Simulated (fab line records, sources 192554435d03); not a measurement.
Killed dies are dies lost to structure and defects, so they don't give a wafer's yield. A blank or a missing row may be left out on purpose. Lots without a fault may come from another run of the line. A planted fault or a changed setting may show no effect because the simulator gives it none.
fab line records | flow n5_finfet
record lots=7 wafers=21
route steps=1938 shown BEOL_M11@1562 BEOL_M12@1624 BEOL_M13@1682 BEOL_M14@1751 MIM_BOT_LITHO@1858
start_h: hours from the record's first day to the start of the lot's first wafer shown | wait_h: hours since the lot's step before | " the same as in the row above | L1.1+2: a row that stands for several wafers | - no value, or no start given | * or withheld: withheld | < > ~ a bound
route shown NAME@n: a module of which the file shows steps, and the number in the route of the first | usual: mean/standard deviation of fault-free wafers | same: alike in all rows | chamber/n: place in a boat | sites: the reading at each site | _std_site: their standard deviation | _edge_site: outer sites' mean less inner sites' | radius_mm: how far each site lies from the wafer's centre | mask NAME#n: copy n | behind: the tool/chamber that last shaped the wafer | hold: why the lot was held/for how many hours/how that ended | device: the transistor (n, p or np) that didn't switch | end of line: the same wafers' tests at the end of the route | a step without rows: its recipe alone | killed: dies lost to structure and defects at the first sort, not the wafer's yield | map: a wafer's dies, x killed, . not, _ none there
set.NAME: the setting as run; set.NAME@STEP: as run at that earlier step | model.NAME: the simulator's own value behind a step, which no gauge read
lots whose settings were changed on purpose; a table a step, a row a wafer
## steps
# step N5_BEOL_M11_COAT_22
# recipe resist=CAR-ArF spin_rpm=1500 resist_thk_nm=90
# columns lot.wafer tool chamber start_h wait_h set.spin_rpm model.CAR-ArF_of_BEOL_M11_COAT_22.thk_nm
L078.4 litho_track-02 0 - - 1445 91.2
L078.5 " 0 " " 1500 89.6
L078.6 " 0 " " 1500 89.4
L081.1+3 litho_track-02 0 - - 1500 90
L081.5 " 0 " " 1500 89.8
L080.1 litho_track-03 0 - - 1500 90
L080.2 " 0 " " 1576 87.6
L080.6 " 0 " " 1576 88
L084.2+6 litho_track-02 0 - - 1500 90
L084.5 " 0 " " 1500 90.2
L083.1 litho_track-03 0 - - 1500 90.2
L083.2+4 " 0 " " 1626 86.6
L088.1 litho_track-03 0 - - 1626 86.8
L088.3 " 0 " " 1500 90.2
L088.4 " 0 " " 1626 86.6
L091.1 litho_track-03 0 - - 1597 87.4
L091.4 " 0 " " 1500 90.2
L091.6 " 0 " " 1500 90
# step N5_BEOL_M11_EBR_24
# recipe solvent=PGMEA ebr_width_mm=1.5
# step N5_BEOL_M11_SOFTBAKE_23
# recipe temp_c=110 time_s=60 resist=CAR-ArF
# step N5_BEOL_M11_EXPOSE_25
# recipe mask_id=V10 na=1.35 source_shape=annular sigma_inner=0.5 sigma_outer=0.8 polarization=unpolarized dose_mj=85.5
# step N5_BEOL_M11_PEB_26
# recipe peb_temp_c=withheld peb_time_s=60 resist=CAR-ArF
# step N5_BEOL_M11_DEVELOP_27
# recipe develop_time_s=30 developer=TMAH resist=CAR-ArF rinse_liquid=diw dry=air_spin dev_temp_c=23
# columns lot.wafer tool chamber start_h wait_h set.spin_rpm@BEOL_M11_COAT_22 model.CAR-ArF_of_BEOL_M11_COAT_22.thk_nm
L078.4 litho_track-03 0 - - 1445 89.6
L078.5+6 " 0 " " 1500 87.8
L081.1+3 litho_track-02 0 - - 1500 88.4
L081.5 " 0 " " 1500 88.2
L080.1 litho_track-03 0 - - 1500 88.2
L080.2 " 0 " " 1576 85.8
L080.6 " 0 " " 1576 86.2
L084.2+6 litho_track-02 0 - - 1500 88.2
L084.5 " 0 " " 1500 88.4
L083.1 litho_track-02 0 - - 1500 88.4
L083.2 " 0 " " 1626 85
L083.4 " 0 " " 1626 84.8
L088.1 litho_track-03 0 - - 1626 85
L088.3 " 0 " " 1500 88.6
L088.4 " 0 " " 1626 84.8
L091.1 litho_track-03 0 - - 1597 85.8
L091.4 " 0 " " 1500 88.6
L091.6 " 0 " " 1500 88.2
# step N5_BEOL_M12_COAT_66
# recipe resist=SiARC temp_c=220 time_s=60 spin_rpm=1500 resist_thk_nm=110
# columns lot.wafer tool chamber start_h wait_h set.spin_rpm model.SiARC_of_BEOL_M12_COAT_66.thk_nm
L078.4 litho_track-05 0 - - 1424 113.4
L078.5 " 0 " " 1424 113.2
L078.6 " 0 " " 1500 110.4
L081.1+3 litho_track-01 0 - - 1338 116.8
L081.5 " 0 " " 1338 117
L080.1 litho_track-05 0 - - 1500 109.8
L080.2 " 0 " " 1455 111.6
L080.6 " 0 " " 1500 110.2
L084.2+6 litho_track-04 0 - - 1500 110.4
L084.5 " 0 " " 1500 109.8
L083.1 litho_track-01 0 - - 1638 105
L083.2 " 0 " " 1500 109.8
L083.4 " 0 " " 1638 105.2
L088.1+4 litho_track-01 0 - - 1500 110.6
L088.3 " 0 " " 1500 110.4
L091.1+4+6 litho_track-01 0 - - 1500 110
# step N5_BEOL_M12_COAT_22
# recipe spin_rpm=2888 resist_thk_nm=300
# step N5_BEOL_M12_EBR_24
# recipe solvent=PGMEA ebr_width_mm=1.5
# step N5_BEOL_M12_DESCUM_33
# recipe chemistry=O2 time_s=7.9 source_power_w=50 bias_power_w=20 pressure_mtorr=20 rf_frequency_hz=2.712e+07 temp_c=40 o2_flow_sccm=225
# step N5_BEOL_M12_ETCH_67
# recipe chemistry=CF4 target=SiARC target_depth_a=1430 time_s=238.3 ion_energy_ev=80 pressure_mtorr=40 source_w=545 bias_w=36 Ar_flow_sccm=100 cf4_flow_sccm=100 ends=cleared
# columns lot.wafer tool chamber start_h wait_h set.spin_rpm@BEOL_M12_COAT_66 model.etch.depth_nm
L078.4+5 rie_diel-01 1,3 272.64 0.0 1424 113.3
L078.6 " 2 " " 1500 110.3
L081.1 rie_diel-01 0 283.80 0.0 1338 116.9
L081.3 " 1 " " 1338 116.8
L081.5 " 2 " " 1338 117.1
L080.1 rie_diel-05 3 297.06 0.0 1500 109.8
L080.2 " 0 " " 1455 111.7
L080.6 " 3 " " 1500 110.2
L084.2 rie_diel-01 0 301.07 0.0 1500 110.4
L084.5 " 1 " " 1500 109.9
L084.6 " 0 " " 1500 110.3
L083.1 rie_diel-05 2 308.57 0.0 1638 105.1
L083.2 " 0 " " 1500 109.8
L083.4 " 2 " " 1638 105.3
L088.1+4 rie_diel-01 2,1 341.06 0.0 1500 110.6
L088.3 " 0 " " 1500 110.5
L091.1 rie_diel-05 3 357.43 0.0 1500 110.1
L091.4+6 " 3,0 " " 1500 110
# step N5_BEOL_M12_ETCH_68
# recipe chemistry=N2/H2 target=SOC mask_material=SiARC source_w=3000 bias_w=350 temp_c=40 time_s=285 ion_energy_ev=200 pressure_mtorr=30 n2_flow_sccm=200 h2_flow_sccm=200
# columns lot.wafer tool chamber start_h wait_h set.spin_rpm@BEOL_M12_COAT_66 model.SiARC_of_BEOL_M12_COAT_66.thk_nm
L078.4+5 rie_diel-01 1,3 272.79 0.1 1424 88.8
L078.6 " 2 " " 1500 86.2
L081.1 rie_diel-01 0 283.94 0.1 1338 93.2
L081.3 " 1 " " 1338 91.8
L081.5 " 2 " " 1338 92.8
L080.1 rie_diel-05 3 297.20 0.1 1500 85.8
L080.2 " 0 " " 1455 87
L080.6 " 3 " " 1500 86
L084.2 rie_diel-01 0 301.22 0.1 1500 87
L084.5 " 1 " " 1500 85.2
L084.6 " 0 " " 1500 86.6
L083.1 rie_diel-05 2 308.72 0.1 1638 81.4
L083.2 " 0 " " 1500 84.8
L083.4 " 2 " " 1638 81.2
L088.1 rie_diel-01 2 341.21 0.1 1500 86.4
L088.3 " 0 " " 1500 87.2
L088.4 " 1 " " 1500 86
L091.1+4 rie_diel-05 3 357.58 0.1 1500 86.2
L091.6 " 0 " " 1500 85
# step N5_BEOL_M13_COAT_22
# recipe spin_rpm=2888 resist_thk_nm=300
# columns lot.wafer tool chamber start_h wait_h set.spin_rpm model.coat_of_BEOL_M13_COAT_22.thk_nm
L078.4 litho_track-02 0 - - 2888 299.6
L078.5 " 0 " " 3098 289
L078.6 " 0 " " 2888 300.8
L081.1 litho_track-01 0 - - 2888 300.8
L081.3 " 0 " " 2888 299.2
L081.5 " 0 " " 2888 299.4
L080.1 litho_track-02 0 - - 3190 285.2
L080.2 " 0 " " 2888 300.6
L080.6 " 0 " " 2888 300.4
L084.2 litho_track-01 0 - - 2888 301.2
L084.5 " 0 " " 2888 301
L084.6 " 0 " " 2888 300.6
L083.1 litho_track-01 0 - - 3207 286
L083.2 " 0 " " 3207 285.4
L083.4 " 0 " " 2888 301.2
L088.1 litho_track-02 0 - - 2888 301
L088.3 " 0 " " 2888 300.8
L088.4 " 0 " " 2888 299.6
L091.1 litho_track-03 0 - - 2888 300.8
L091.4 " 0 " " 2654 312
L091.6 " 0 " " 2654 313
# step N5_BEOL_M13_EBR_24
# recipe solvent=PGMEA ebr_width_mm=1.5
# step N5_BEOL_M13_SOFTBAKE_23
# recipe temp_c=130 time_s=60
# step N5_BEOL_M13_DESCUM_33
# recipe chemistry=O2 time_s=7.9 source_power_w=50 bias_power_w=20 pressure_mtorr=20 rf_frequency_hz=2.712e+07 temp_c=40 o2_flow_sccm=225
# columns lot.wafer tool chamber start_h wait_h set.spin_rpm@BEOL_M13_COAT_22 model.coat_of_BEOL_M13_COAT_22.thk_nm
L078.4 rie_diel-03 1 281.47 0.2 2888 282.6
L078.5 " 2 " " 3098 271.8
L078.6 " 3 " " 2888 283.8
L081.1 rie_diel-06 0 288.25 0.1 2888 283.6
L081.3+5 " 3 " " 2888 282.2
L080.1 rie_diel-04 1 306.83 0.0 3190 268
L080.2 " 0 " " 2888 283.6
L080.6 " 1 " " 2888 283.2
L084.2 rie_diel-04 3 308.10 0.1 2888 284
L084.5 " 1 " " 2888 283.8
L084.6 " 0 " " 2888 283.4
L083.1 rie_diel-04 0 314.43 0.0 3207 269
L083.2 " 3 " " 3207 268.4
L083.4 " 1 " " 2888 284.2
L088.1 rie_diel-06 2 346.58 0.0 2888 284
L088.3 " 0 " " 2888 283.8
L088.4 " 2 " " 2888 282.4
L091.1 rie_diel-04 0 364.15 0.0 2888 283.6
L091.4 " 3 " " 2654 294.8
L091.6 " 2 " " 2654 296
# step N5_BEOL_M14_ETCH_68
# recipe chemistry=N2/H2 target=SOC mask_material=SiARC source_w=3000 bias_w=350 temp_c=40 time_s=450 ion_energy_ev=200 pressure_mtorr=30 n2_flow_sccm=200 h2_flow_sccm=200
# columns lot.wafer tool chamber start_h wait_h set.time_s model.SiARC_of_BEOL_M14_COAT_66.thk_nm
L078.4 rie_diel-01 0 287.97 0.1 450 65.2
L078.5 " 1 " " 450 63.8
L078.6 " 0 " " 450 65.8
L081.1 rie_diel-02 1 297.88 0.1 357.5 74.6
L081.3 " 3 " " 450 64.4
L081.5 " 2 " " 357.5 74.4
L080.1 rie_diel-02 1 311.15 0.1 388.1 71.6
L080.2 " 3 " " 388.1 70.8
L080.6 " 1 " " 450 65.8
L084.2 rie_diel-02 3 315.72 0.1 450 64.8
L084.5 " 3 " " 450 64.4
L084.6 " 2 " " 450 65.6
L083.1+4 rie_diel-02 2 319.95 0.1 450 65.2
L083.2 " 1 " " 450 65
L088.1 rie_diel-01 0 353.80 0.1 450 66.4
L088.3 " 2 " " 450 65.4
L088.4 " 1 " " 450 63.6
L091.1 rie_diel-01 3 372.70 0.1 450 64.8
L091.4 " 1 " " 450 64.6
L091.6 " 3 " " 450 65.2
# step N5_BEOL_M14_TRENCH_ETCH_34
# recipe chemistry=C4F8/O2/Ar target=SiO2 target_depth_a=5566.5 mask_material=SOC he_inner_torr=15 he_outer_torr=30 time_s=126.9 ion_energy_ev=800 pressure_mtorr=20 source_w=1905 bias_w=2040 Ar_flow_sccm=400 C4F8_flow_sccm=16 O2_flow_sccm=12
# usual rf_vpp_V=2230/31
# columns lot.wafer tool chamber start_h wait_h set.bias_w rf_vpp_V
L078.4 rie_diel-01 0 288.25 0.0 2040 2260
L078.5 " 1 " " 2040 2254
L078.6 " 0 " " 2256 2422
L081.1 rie_diel-02 1 298.16 0.0 2389 2509
L081.3 " 3 " " 2040 2195
L081.5 " 2 " " 2389 2496
L080.1 rie_diel-02 1 311.42 0.0 2040 2253
L080.2 " 3 " " 2040 2194
L080.6 " 1 " " 2040 2251
L084.2 rie_diel-02 3 315.99 0.0 2040 2194
L084.5 " 3 " " 2040 2193
L084.6 " 2 " " 2040 2242
L083.1 rie_diel-02 2 320.37 0.0 2040 2242
L083.2 " 1 " " 2040 2253
L083.4 " 2 " " 2040 2242
L088.1 rie_diel-01 0 354.07 0.0 2398 2523
L088.3 " 2 " " 2398 2455
L088.4 " 1 " " 2040 2254
L091.1 rie_diel-01 3 372.97 0.0 2040 2184
L091.4 " 1 " " 2040 2255
L091.6 " 3 " " 2040 2183
# step N5_MIM_BOT_LITHO_EXPOSE_05
# recipe mask_id=MIM_BOT na=0.55 source_shape=conventional sigma_outer=0.8 polarization=unpolarized dose_mj=24.25
# columns lot.wafer tool chamber start_h wait_h mask set.dose_mj
L078.4 krf_scanner-01 0 305.98 - MIM_BOT#0 24.25
L078.5+6 " 0 " " MIM_BOT#0 25.54
L081.1+3+5 krf_scanner-01 0 314.24 - MIM_BOT#0 24.25
L080.1+2 krf_scanner-02 0 326.17 - MIM_BOT#0 22.9
L080.6 " 0 " " MIM_BOT#0 24.25
L084.2+5+6 krf_scanner-01 0 331.22 - MIM_BOT#0 24.25
L083.1+2 krf_scanner-01 0 336.25 - MIM_BOT#0 22.84
L083.4 " 0 " " MIM_BOT#0 24.25
L088.1+4 krf_scanner-02 0 376.59 - MIM_BOT#0 25.84
L088.3 " 0 " " MIM_BOT#0 24.25
L091.1+6 krf_scanner-01 0 385.61 - MIM_BOT#0 26.03
L091.4 " 0 " " MIM_BOT#0 24.25
# step N5_MIM_BOT_LITHO_PEB_06
# recipe peb_temp_c=withheld peb_time_s=*
# step N5_MIM_BOT_LITHO_DEVELOP_07
# recipe develop_time_s=60 rinse_liquid=diw dry=air_spin dev_temp_c=21
# step N5_MIM_BOT_LITHO_HARDBAKE_09
# recipe temp_c=130 time_s=120
# step N5_MIM_BOT_LITHO_CD_MEAS_08
# recipe target_cd_nm=3000 landing_energy_ev=500 detector=se_inlens polarity=opening
# usual cd_nm=2999.8/1.7
# columns lot.wafer tool chamber start_h wait_h set.dose_mj@MIM_BOT_LITHO_EXPOSE_05 cd_nm
L078.4 cd_sem-03 0 306.14 - 24.25 3000.6
L078.5 " 0 " " 25.54 3011.0
L078.6 " 0 " " 25.54 3007.6
L081.1 cd_sem-01 0 314.42 - 24.25 3000.6
L081.3 " 0 " " 24.25 2997.8
L081.5 " 0 " " 24.25 2999.7
L080.1 cd_sem-03 0 326.35 - 22.9 2985.7
L080.2 " 0 " " 22.9 2988.1
L080.6 " 0 " " 24.25 2999.0
L084.2 cd_sem-02 0 331.39 - 24.25 3000.0
L084.5 " 0 " " 24.25 3001.8
L084.6 " 0 " " 24.25 3002.2
L083.1 cd_sem-03 0 336.43 - 22.84 2986.4
L083.2 " 0 " " 22.84 2987.8
L083.4 " 0 " " 24.25 3001.9
L088.1 cd_sem-01 0 376.77 - 25.84 3010.8
L088.3 " 0 " " 24.25 2997.9
L088.4 " 0 " " 25.84 3009.5
L091.1 cd_sem-01 0 385.78 - 26.03 3012.5
L091.4 " 0 " " 24.25 3000.3
L091.6 " 0 " " 26.03 3013.1
## key
split step=N5_BEOL_M11_COAT_22 setting=spin_rpm stated=1500 by=wafer
response step=N5_BEOL_M11_COAT_22 reading=model.CAR-ArF_of_BEOL_M11_COAT_22.thk_nm change=-0.425 per=1% r=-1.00
response step=N5_BEOL_M11_DEVELOP_27 reading=model.CAR-ArF_of_BEOL_M11_COAT_22.thk_nm change=-0.428 per=1% r=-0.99
split step=N5_BEOL_M12_COAT_66 setting=spin_rpm stated=1500 by=wafer
response step=N5_BEOL_M12_COAT_66 reading=model.SiARC_of_BEOL_M12_COAT_66.thk_nm change=-0.526 per=1% r=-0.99
response step=N5_BEOL_M12_ETCH_67 reading=model.etch.depth_nm change=-0.524 per=1% r=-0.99
response step=N5_BEOL_M12_ETCH_68 reading=model.SiARC_of_BEOL_M12_COAT_66.thk_nm change=-0.408 per=1% r=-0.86
split step=N5_BEOL_M13_COAT_22 setting=spin_rpm stated=2888 by=wafer
response step=N5_BEOL_M13_COAT_22 reading=model.coat_of_BEOL_M13_COAT_22.thk_nm change=-1.45 per=1% r=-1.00
response step=N5_BEOL_M13_DESCUM_33 reading=model.coat_of_BEOL_M13_COAT_22.thk_nm change=-1.46 per=1% r=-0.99
split step=N5_BEOL_M14_ETCH_68 setting=time_s stated=450 by=wafer
response step=N5_BEOL_M14_ETCH_68 reading=model.SiARC_of_BEOL_M14_COAT_66.thk_nm change=-0.461 per=1% r=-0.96
split step=N5_BEOL_M14_TRENCH_ETCH_34 setting=bias_w stated=2040 by=wafer
response step=N5_BEOL_M14_TRENCH_ETCH_34 reading=rf_vpp_V change=+15.6 per=1% r=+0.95
split step=N5_MIM_BOT_LITHO_EXPOSE_05 setting=dose_mj stated=24.25 by=wafer
response step=N5_MIM_BOT_LITHO_CD_MEAS_08 reading=cd_nm change=+1.96 per=1% r=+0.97
